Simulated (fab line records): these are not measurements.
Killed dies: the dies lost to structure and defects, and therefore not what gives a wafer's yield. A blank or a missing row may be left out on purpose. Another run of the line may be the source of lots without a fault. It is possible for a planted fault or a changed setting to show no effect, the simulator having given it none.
fab line records / flow nandHarc
[record] lots = 6 wafers = 18 lastDay = 34
route steps=1302 shown P_CONTACT@249 P_M0@253
lots untouched by any fault: they come from a run of this same line in which no faults occurred
startH: hours from the record's opening day to when the first of the lot's shown wafers began / waitH: hours elapsed since this lot's preceding step / " as in the row above / L1.1+2: several wafers, shown together as one row / - either no value or no given start / * or withheld: withheld / < > ~ a bound
route shown NAME@n: names a module that has steps shown in the file, with the first one's number in the route / usual: average and standard deviation across the fault-free wafers / same: alike in all rows / chamber/n: place in a boat / sites: the reading at each site / _std_site: standard deviation across them / _edge_site: inner sites' mean taken away from outer sites' mean / radiusMm: for every site, how far away it sits from the centre of the wafer / mask NAME#n: copy n / behind: tool/chamber where the wafer was last shaped / hold: why the lot was held/for how many hours/how that ended / device: transistor that didn't switch, given as n, p or np / end of line: the same wafers' tests at the end of the route / for a step that has no rows: nothing shown but its recipe / killed: dies lost to structure and defects at the first sort, not the wafer's yield / map: per-die view of a wafer (x killed, . not killed, _ where there is no die)
set.NAME: the setting the step ran with; set.NAME@STEP: the setting that earlier step ran with / model.NAME: the simulator's own value behind a step, which no gauge read
lots at some steps of the route; a table a step, a row a wafer
services: a tool's chamber out of use, with start hour (startH, from the record's first day; less than 0 if before it), hours out, and reason
[[steps]]
[step NHARC_P_CONTACT_CMP_24]
[recipe] tOverpolishS = 30 targetThkNm = 200
[usual] motorCurrentA = 12.3/1.2 overpolishRunS = 29.999/0.0093 timeToEndpointS = 40.6/2.4
lot.wafer=L690.3 tool=cmp-03 chamber=3 startH=195.52 waitH=0.4 motorCurrentA=15.1 overpolishRunS=30.000 timeToEndpointS=44.9
lot.wafer=L690.6 tool=cmp-03 chamber=0 startH=195.52 waitH=0.4 motorCurrentA=11.8 overpolishRunS=29.990 timeToEndpointS=39.1
lot.wafer=L690.5 tool=cmp-03 chamber=1 startH=195.52 waitH=0.4 motorCurrentA=12.9 overpolishRunS=30.001 timeToEndpointS=37.2
lot.wafer=L692.1 tool=cmp-04 chamber=1 startH=209.23 waitH=0.5 motorCurrentA=12.6 overpolishRunS=30.009 timeToEndpointS=41.5
lot.wafer=L692.2 tool=cmp-04 chamber=2 startH=209.23 waitH=0.5 motorCurrentA=13.0 overpolishRunS=29.997 timeToEndpointS=38.4
lot.wafer=L692.6 tool=cmp-04 chamber=1 startH=209.23 waitH=0.5 motorCurrentA=12.7 overpolishRunS=30.004 timeToEndpointS=35.8
lot.wafer=L695.4 tool=cmp-04 chamber=0 startH=239.59 waitH=0.3 motorCurrentA=11.4 overpolishRunS=29.999 timeToEndpointS=39.1
lot.wafer=L695.3 tool=cmp-04 chamber=2 startH=239.59 waitH=0.3 motorCurrentA=13.8 overpolishRunS=30.005 timeToEndpointS=36.2
lot.wafer=L695.5 tool=cmp-04 chamber=3 startH=239.59 waitH=0.3 motorCurrentA=11.2 overpolishRunS=29.980 timeToEndpointS=38.4
lot.wafer=L696.3 tool=cmp-03 chamber=3 startH=252.44 waitH=0.4 motorCurrentA=14.9 overpolishRunS=29.995 timeToEndpointS=43.6
lot.wafer=L696.5 tool=cmp-03 chamber=2 startH=252.44 waitH=0.4 motorCurrentA=12.8 overpolishRunS=30.017 timeToEndpointS=39.4
lot.wafer=L696.6 tool=cmp-03 chamber=3 startH=252.44 waitH=0.4 motorCurrentA=14.9 overpolishRunS=30.004 timeToEndpointS=43.1
lot.wafer=L699.1 tool=cmp-04 chamber=2 startH=278.64 waitH=0.5 motorCurrentA=13.2 overpolishRunS=29.993 timeToEndpointS=39.9
lot.wafer=L699.4 tool=cmp-04 chamber=3 startH=278.64 waitH=0.5 motorCurrentA=10.0 overpolishRunS=30.011 timeToEndpointS=41.9
lot.wafer=L699.2 tool=cmp-04 chamber=0 startH=278.64 waitH=0.5 motorCurrentA=11.6 overpolishRunS=30.010 timeToEndpointS=43.4
lot.wafer=L704.4 tool=cmp-03 chamber=1 startH=334.96 waitH=0.4 motorCurrentA=12.6 overpolishRunS=30.003 timeToEndpointS=36.8
lot.wafer=L704.3 tool=cmp-03 chamber=3 startH=334.96 waitH=0.4 motorCurrentA=14.6 overpolishRunS=29.993 timeToEndpointS=40.6
lot.wafer=L704.5 tool=cmp-03 chamber=0 startH=334.96 waitH=0.4 motorCurrentA=11.4 overpolishRunS=30.001 timeToEndpointS=40.0
[step NHARC_P_CONTACT_SRD_26]
[step NHARC_P_CONTACT_INSPECT_27]
[usual] rawDefectCount = 282/130
lot.wafer=L690.3 tool=defectInspect-02 chamber=- startH=195.85 waitH=0.1 rawDefectCount=295
lot.wafer=L690.5 tool=defectInspect-02 chamber=- startH=195.85 waitH=0.1 rawDefectCount=287
lot.wafer=L690.6 tool=defectInspect-02 chamber=- startH=195.85 waitH=0.1 rawDefectCount=176
lot.wafer=L692.1 tool=defectInspect-01 chamber=- startH=209.63 waitH=0.1 rawDefectCount=256
lot.wafer=L692.2 tool=defectInspect-01 chamber=- startH=209.63 waitH=0.1 rawDefectCount=302
lot.wafer=L692.6 tool=defectInspect-01 chamber=- startH=209.63 waitH=0.1 rawDefectCount=242
lot.wafer=L695.3 tool=defectInspect-01 chamber=- startH=239.96 waitH=0.1 rawDefectCount=287
lot.wafer=L695.4 tool=defectInspect-01 chamber=- startH=239.96 waitH=0.1 rawDefectCount=268
lot.wafer=L695.5 tool=defectInspect-01 chamber=- startH=239.96 waitH=0.1 rawDefectCount=285
lot.wafer=L696.3 tool=defectInspect-02 chamber=- startH=252.82 waitH=0.1 rawDefectCount=158
lot.wafer=L696.5 tool=defectInspect-02 chamber=- startH=252.82 waitH=0.1 rawDefectCount=166
lot.wafer=L696.6 tool=defectInspect-02 chamber=- startH=252.82 waitH=0.1 rawDefectCount=235
lot.wafer=L699.1 tool=defectInspect-01 chamber=- startH=279.04 waitH=0.1 rawDefectCount=211
lot.wafer=L699.2 tool=defectInspect-01 chamber=- startH=279.04 waitH=0.1 rawDefectCount=215
lot.wafer=L699.4 tool=defectInspect-01 chamber=- startH=279.04 waitH=0.1 rawDefectCount=280
lot.wafer=L704.3 tool=defectInspect-01 chamber=- startH=335.34 waitH=0.1 rawDefectCount=112
lot.wafer=L704.4 tool=defectInspect-01 chamber=- startH=335.34 waitH=0.1 rawDefectCount=145
lot.wafer=L704.5 tool=defectInspect-01 chamber=- startH=335.34 waitH=0.1 rawDefectCount=132
[step NHARC_P_M0_DEP_00]
[recipe] targetThkA = 1500 targetThkNm = 150 tempC = withheld pressureTorr = 5 flowSccm = 200 rfW = 600 material = SiOC
[step NHARC_P_M0_DEHYDRATE_01]
[recipe] tempC = 150 timeS = 120
[step NHARC_P_M0_HMDS_02]
[recipe] timeS = 30
[step NHARC_P_M0_COAT_33]
[recipe] tempC = 200 timeS = 65
[step NHARC_P_M0_COAT_03]
[recipe] spinRpm = 1500 resistThkNm = 90
[step NHARC_P_M0_SOFTBAKE_04]
[recipe] tempC = 105 timeS = 55
[step NHARC_P_M0_EBR_05]
[step NHARC_P_M0_EXPOSE_06]
[recipe] na = 1.35 targetCdNm = 90 doseMj = 81.28 maskId = P_M0
[step NHARC_P_M0_PEB_07]
[recipe] pebTempC = 100 pebTimeS = 65
[usual] heaterPowerTotalW = 156.7/0.41 plateTempC = 100.00/0.15
lot.wafer=L690.3 tool=lithoTrack-06 chamber=0 startH=196.70 waitH=0.0 heaterPowerTotalW=157.1 plateTempC=100.20
lot.wafer=L690.5 tool=lithoTrack-06 chamber=0 startH=196.70 waitH=0.0 heaterPowerTotalW=156.9 plateTempC=100.20
lot.wafer=L690.6 tool=lithoTrack-06 chamber=0 startH=196.70 waitH=0.0 heaterPowerTotalW=156.7 plateTempC=99.93
lot.wafer=L692.1 tool=lithoTrack-04 chamber=0 startH=210.46 waitH=0.1 heaterPowerTotalW=156.1 plateTempC=99.76
lot.wafer=L692.2 tool=lithoTrack-04 chamber=0 startH=210.46 waitH=0.1 heaterPowerTotalW=156.6 plateTempC=99.91
lot.wafer=L692.6 tool=lithoTrack-04 chamber=0 startH=210.46 waitH=0.1 heaterPowerTotalW=156.0 plateTempC=99.78
lot.wafer=L695.3 tool=lithoTrack-06 chamber=0 startH=240.79 waitH=0.0 heaterPowerTotalW=152.8 plateTempC=98.60
lot.wafer=L695.4 tool=lithoTrack-06 chamber=0 startH=240.79 waitH=0.0 heaterPowerTotalW=153.8 plateTempC=98.46
lot.wafer=L695.5 tool=lithoTrack-06 chamber=0 startH=240.79 waitH=0.0 heaterPowerTotalW=153.5 plateTempC=98.55
lot.wafer=L696.3 tool=lithoTrack-06 chamber=0 startH=253.63 waitH=0.0 heaterPowerTotalW=153.9 plateTempC=98.36
lot.wafer=L696.5 tool=lithoTrack-06 chamber=0 startH=253.63 waitH=0.0 heaterPowerTotalW=153.9 plateTempC=98.74
lot.wafer=L696.6 tool=lithoTrack-06 chamber=0 startH=253.63 waitH=0.0 heaterPowerTotalW=153.2 plateTempC=98.61
lot.wafer=L699.1 tool=lithoTrack-01 chamber=0 startH=279.86 waitH=0.1 heaterPowerTotalW=156.9 plateTempC=99.93
lot.wafer=L699.2 tool=lithoTrack-01 chamber=0 startH=279.86 waitH=0.1 heaterPowerTotalW=157.0 plateTempC=99.88
lot.wafer=L699.4 tool=lithoTrack-01 chamber=0 startH=279.86 waitH=0.1 heaterPowerTotalW=156.7 plateTempC=100.03
lot.wafer=L704.3 tool=lithoTrack-04 chamber=0 startH=336.16 waitH=0.0 heaterPowerTotalW=156.5 plateTempC=99.92
lot.wafer=L704.4 tool=lithoTrack-04 chamber=0 startH=336.16 waitH=0.0 heaterPowerTotalW=156.2 plateTempC=100.01
lot.wafer=L704.5 tool=lithoTrack-04 chamber=0 startH=336.16 waitH=0.0 heaterPowerTotalW=157.0 plateTempC=100.07
[step NHARC_P_M0_DEVELOP_08]
[recipe] developTimeS = 35 devTempC = 23
[[services]]
tool=cmp-03 chamber=- startH=175.14 hours=1.9 kind=repair
tool=cmp-04 chamber=- startH=175.35 hours=- kind=consumableReplace:conditioner
tool=cmp-04 chamber=- startH=175.35 hours=- kind=consumableReplace:pad
tool=lithoTrack-06 chamber=- startH=179.00 hours=7.0 kind=pm
tool=cmp-03 chamber=- startH=193.45 hours=0.8 kind=repair
tool=lithoTrack-04 chamber=- startH=203.00 hours=7.0 kind=pm
tool=cmp-03 chamber=- startH=260.21 hours=4.0 kind=pm
tool=cmp-03 chamber=- startH=264.21 hours=- kind=consumableReplace:conditioner
tool=cmp-03 chamber=- startH=264.21 hours=- kind=consumableReplace:pad
tool=cmp-04 chamber=- startH=269.35 hours=4.0 kind=pm
tool=cmp-04 chamber=- startH=273.35 hours=- kind=consumableReplace:conditioner
tool=cmp-04 chamber=- startH=273.35 hours=- kind=consumableReplace:pad
tool=cmp-04 chamber=- startH=293.77 hours=2.3 kind=repair
tool=cmp-03 chamber=- startH=301.02 hours=0.3 kind=repair
tool=lithoTrack-01 chamber=- startH=330.00 hours=7.0 kind=pm
[[key]]
[firstSign] step = NHARC_P_M0_PEB_07 reading = plateTempC direction = down sigmas = 9.9 usual = * struck = *
[effect] step = NHARC_P_M0_PEB_07 reading = heaterPowerTotalW direction = down sigmas = 7.6 usual = * struck = *
metAt NHARC_P_M0_PEB_07
struckWafers L695.3,L695.4,L695.5,L696.3,L696.5,L696.6
sortLeftOut L695.3,L695.4,L695.5,L696.3,L696.5,L696.6
onsetBetween 196.70 240.79
[fault] kind = processParameterDrift tool = lithoTrack-06 chamber = - onsetH = 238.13 steps = NHARC_P_M0_PEB_07 channel = pebTempC offset = * shape = step actsIn = * stated = *
// sortLeftOut: the simulated sort isn't trusted on such a fault, so these wafers' sort isn't shown, and their yield isn't known
